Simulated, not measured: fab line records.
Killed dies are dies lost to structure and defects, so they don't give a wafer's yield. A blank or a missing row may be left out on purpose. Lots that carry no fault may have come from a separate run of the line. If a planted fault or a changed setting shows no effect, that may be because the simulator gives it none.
Split-lot experiment | flow n5Finfet | 21 wafers read across 7 lots, on a route 1938 steps long

## ON THE SPLIT
At N5_BEOL_M5_EXPOSE_25 (exposes mask V4, defocus 10 nm), the setting doseMj was moved away from the recipe's 52.75 on 8 of the 21 wafers read, by -5.0% to +6.1%. All remaining wafers had this setting at the recipe value.

## FROM THE SPLIT TO THE READING: what the file shows between them, 2 steps
- N5_BEOL_M5_PEB_26: peb time 60 s
- N5_BEOL_M5_DEVELOP_27: develop time 30 s

## THE READING
cdNm, in nm, at N5_BEOL_M5_CD_MEAS_28 (target cd 30.6 nm, target cd y 20 nm). A value of 30.76 nm with a standard deviation of 0.28 nm is what fault-free wafers of this fab line usually give.

wafer  | tool, chamber at the split | doseMj as run | against the recipe | cdNm, nm | against lot-mates on the recipe
L076.2 | euvScanner-01, 0           | 50.78         | -3.7%              | 29.54    | -0.89
L076.3 | euvScanner-01, 0           | 52.75         | recipe             | 30.43    | -
L076.6 | euvScanner-01, 0           | 50.78         | -3.7%              | 29.65    | -0.78
L086.1 | euvScanner-01, 0           | 52.75         | recipe             | 30.49    | -
L086.5 | euvScanner-01, 0           | 52.75         | recipe             | 30.91    | -
L086.6 | euvScanner-01, 0           | 50.1          | -5.0%              | 29.74    | -0.96
L087.1 | euvScanner-02, 0           | 52.75         | recipe             | 31.00    | -
L087.2 | euvScanner-02, 0           | 52.75         | recipe             | 30.94    | -
L087.4 | euvScanner-02, 0           | 52.75         | recipe             | 31.03    | -
L088.1 | euvScanner-01, 0           | 52.75         | recipe             | 30.67    | -
L088.5 | euvScanner-01, 0           | 55.13         | +4.5%              | 31.95    | +1.23
L088.6 | euvScanner-01, 0           | 52.75         | recipe             | 30.76    | -
L089.1 | euvScanner-01, 0           | 55.96         | +6.1%              | 32.50    | +1.62
L089.2 | euvScanner-01, 0           | 55.96         | +6.1%              | 32.37    | +1.49
L089.3 | euvScanner-01, 0           | 52.75         | recipe             | 30.88    | -
L094.1 | euvScanner-02, 0           | 52.75         | recipe             | 30.47    | -
L094.3 | euvScanner-02, 0           | 52.75         | recipe             | 30.97    | -
L094.6 | euvScanner-02, 0           | 52.75         | recipe             | 30.86    | -
L095.2 | euvScanner-02, 0           | 51.45         | -2.5%              | 30.56    | +0.24
L095.3 | euvScanner-02, 0           | 52.75         | recipe             | 30.32    | -
L095.4 | euvScanner-02, 0           | 51.45         | -2.5%              | 29.99    | -0.33

THE FIT
A straight line over all 21 wafers: cdNm changes by +0.263 nm for each +1% of doseMj; r = +0.95; the points scatter about the line by 0.24 nm.
The same after taking each lot's own level away (the mean of its wafers on the recipe; 21 wafers): +0.224 nm for each +1%; r = +0.95; scatter 0.22 nm.
According to that fit, moving doseMj by its largest amount changes the reading by 1.4 nm.
Across the lots, their own levels run from 30.320 to 30.990 nm, a range of 2.4 times the standard deviation given above.
So the lot-to-lot level changes the slope: the two fits differ.
Check: +1.38 nm against its lot-mates is what the line predicts for one of the wafers moved furthest among these (+6.1%) when that wafer is left out of the fit. Against them it came out at +1.62 nm.

## OTHER SPLITS APPLIED TO THESE WAFERS
Other splits were also applied to these wafers ahead of the reading. Each is held against what the fit with the lots' levels taken away leaves over:
other split on the same wafers | wafers away from the commonest value | r with cdNm (lot level and that fit taken away)
N5_BEOL_M5_ETCH_62 sourceW     | 9                                    | +0.22
N5_BEOL_M5_COAT_65 spinRpm     | 7                                    | -0.20

## FILE'S OWN FIT
cdNm changes by +0.225 nm for each +1% of doseMj, r = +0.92.
